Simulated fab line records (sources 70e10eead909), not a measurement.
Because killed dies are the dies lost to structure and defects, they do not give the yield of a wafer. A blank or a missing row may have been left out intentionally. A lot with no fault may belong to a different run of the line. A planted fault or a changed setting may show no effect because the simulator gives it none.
Check of tool commonality	flow nand_harc	12 lots, 36 wafers sampled

== REASON IT WAS OPENED ==
On 2 of the 12 lots, a flag is raised at NHARC_A_BLC_CD_MEAS_10 on the reading cd_nm. Fault-free wafers read 100.1 nm, with a standard deviation of 0.52.
Rule: a lot is flagged in two cases, either no wafer of it has a number, or all its wafers with numbers fall more than 4 standard deviations from that mean. The other lots count as sound.

lot	measured	on	cd_nm (nm), wafer by wafer	flag
L455	day 17 12:49	cd_sem-01	99.7 100.4 100.8	
L454	day 17 13:26	cd_sem-03	99.5 99.4 100.0	
L453	day 17 16:51	cd_sem-03	99.8 100.4 100.4	
L456	day 18 10:53	cd_sem-01	100.4 100.5 100.4	
L464	day 20 10:13	cd_sem-02	88.9 88.7 88.6	FLAGGED
L465	day 20 10:53	cd_sem-03	99.9 99.9 99.4	
L469	day 21 10:43	cd_sem-03	99.5 99.4 99.7	
L468	day 21 11:36	cd_sem-03	99.7 99.8 99.3	
L467	day 21 14:25	cd_sem-03	91.1 91.2 90.7	FLAGGED
L473	day 22 01:01	cd_sem-03	100.5 100.0 100.5	
L475	day 22 01:43	cd_sem-01	99.3 99.6 99.7	
L476	day 23 09:49	cd_sem-01	100.5 100.2 99.9	
Average over the flagged lots: 89.9 nm; offset from the usual -10.2 nm, equal to -20 standard deviations.

== WHICH TOOL RAN EACH LOT ==
The record holds 3 process steps before the reading, out of a route of 1159 steps. Read each cell as the tool, then ch plus the chambers that the sampled wafers visited, then the start.
lot	flag	NHARC_A_CONTACT_ETCH_135	NHARC_A_CONTACT_ALD_18	NHARC_A_BLC_PEB_08
L455		har_cap_etch-01 ch 0,1, day 17 02:10	ald_metal-03 ch 1,2, day 17 04:22	litho_track-01 ch 0, day 17 12:44
L454		har_cap_etch-03 ch 0,1, day 17 02:05	ald_metal-02 ch 0,3, day 17 04:23	litho_track-06 ch 0, day 17 13:22
L453		har_cap_etch-02 ch 0,1, day 17 06:56	ald_metal-04 ch 0,1,2, day 17 09:23	litho_track-01 ch 0, day 17 16:46
L456		har_cap_etch-03 ch 0,1, day 18 04:51	ald_metal-02 ch 0,1,3, day 18 06:54	litho_track-04 ch 0, day 18 10:48
L464	FLAGGED	har_cap_etch-02 ch 0,1, day 20 05:37	ald_metal-03 ch 0,1, day 20 08:12	litho_track-01 ch 0, day 20 10:08
L465		har_cap_etch-03 ch 0,1, day 20 06:12	ald_metal-02 ch 1,2, day 20 08:24	litho_track-06 ch 0, day 20 10:49
L469		har_cap_etch-02 ch 0,1, day 21 02:49	ald_metal-03 ch 0,2,3, day 21 05:23	litho_track-06 ch 0, day 21 10:38
L468		har_cap_etch-03 ch 0,1, day 21 05:16	ald_metal-02 ch 0,1, day 21 07:18	litho_track-06 ch 0, day 21 11:31
L467	FLAGGED	har_cap_etch-03 ch 0,1, day 21 09:40	ald_metal-04 ch 1,2, day 21 12:01	litho_track-01 ch 0, day 21 14:20
L473		har_cap_etch-02 ch 0, day 21 18:14	ald_metal-02 ch 1,2,3, day 21 20:57	litho_track-04 ch 0, day 22 00:57
L475		har_cap_etch-03 ch 0,1, day 21 19:53	ald_metal-04 ch 0,2,3, day 21 22:06	litho_track-06 ch 0, day 22 01:38
L476		har_cap_etch-01 ch 0, day 22 21:32	ald_metal-02 ch 0,2, day 22 23:46	litho_track-06 ch 0, day 23 09:44
What is done by these steps:
- NHARC_A_CONTACT_ETCH_135: etches the open film in C4F8/O2/Ar, time 132 s, target depth 1287 nm.
- NHARC_A_CONTACT_ALD_18: deposits TiN, target thk 3 nm, pulse time 1 s, ald cycles 150.
- NHARC_A_BLC_PEB_08: peb time 65 s.
- NHARC_A_BLC_CD_MEAS_10: target cd 100 nm.

== FLAGGED AGAINST TOTAL, ONE TOOL AT A TIME (gauges that did the reading follow at the end) ==
step	tool	lots run	flagged	share of the flagged lots	sound lots run after its first flagged lot
NHARC_A_CONTACT_ETCH_135	har_cap_etch-01	2	0	none	-
NHARC_A_CONTACT_ETCH_135	har_cap_etch-02	4	1	some	2 (L469,L473)
NHARC_A_CONTACT_ETCH_135	har_cap_etch-03	6	1	some	1 (L475)
NHARC_A_CONTACT_ALD_18	ald_metal-02	6	0	none	-
NHARC_A_CONTACT_ALD_18	ald_metal-03	3	1	some	1 (L469)
NHARC_A_CONTACT_ALD_18	ald_metal-04	3	1	some	1 (L475)
NHARC_A_BLC_PEB_08	litho_track-01	4	2	all	0
NHARC_A_BLC_PEB_08	litho_track-04	2	0	none	-
NHARC_A_BLC_PEB_08	litho_track-06	6	0	none	-
NHARC_A_BLC_CD_MEAS_10	cd_sem-01	4	0	none	-
NHARC_A_BLC_CD_MEAS_10	cd_sem-02	1	1	some	0
NHARC_A_BLC_CD_MEAS_10	cd_sem-03	7	1	some	1 (L473)

== WHAT THE TABLE PERMITS ==
1 row of the table ran every flagged lot: litho_track-01 at NHARC_A_BLC_PEB_08.
- litho_track-01 at NHARC_A_BLC_PEB_08 ran 4 lots, 2 of them flagged. Last sound lot L453 at day 17 16:46, first flagged lot L464 at day 20 10:08; a fault beginning in between fits. Its own readings (heater_power_total_W, plate_temp_C) fall more than 4 standard deviations out on all wafers of the flagged lots.
Just one tool remains: litho_track-01 at NHARC_A_BLC_PEB_08.

== WHAT THE SIMULATOR HAD PUT IN ==
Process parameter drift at NHARC_A_BLC_PEB_08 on litho_track-01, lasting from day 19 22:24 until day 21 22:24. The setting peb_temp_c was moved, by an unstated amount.
Lots struck among those shown: L464, L467. The rule above found the same.
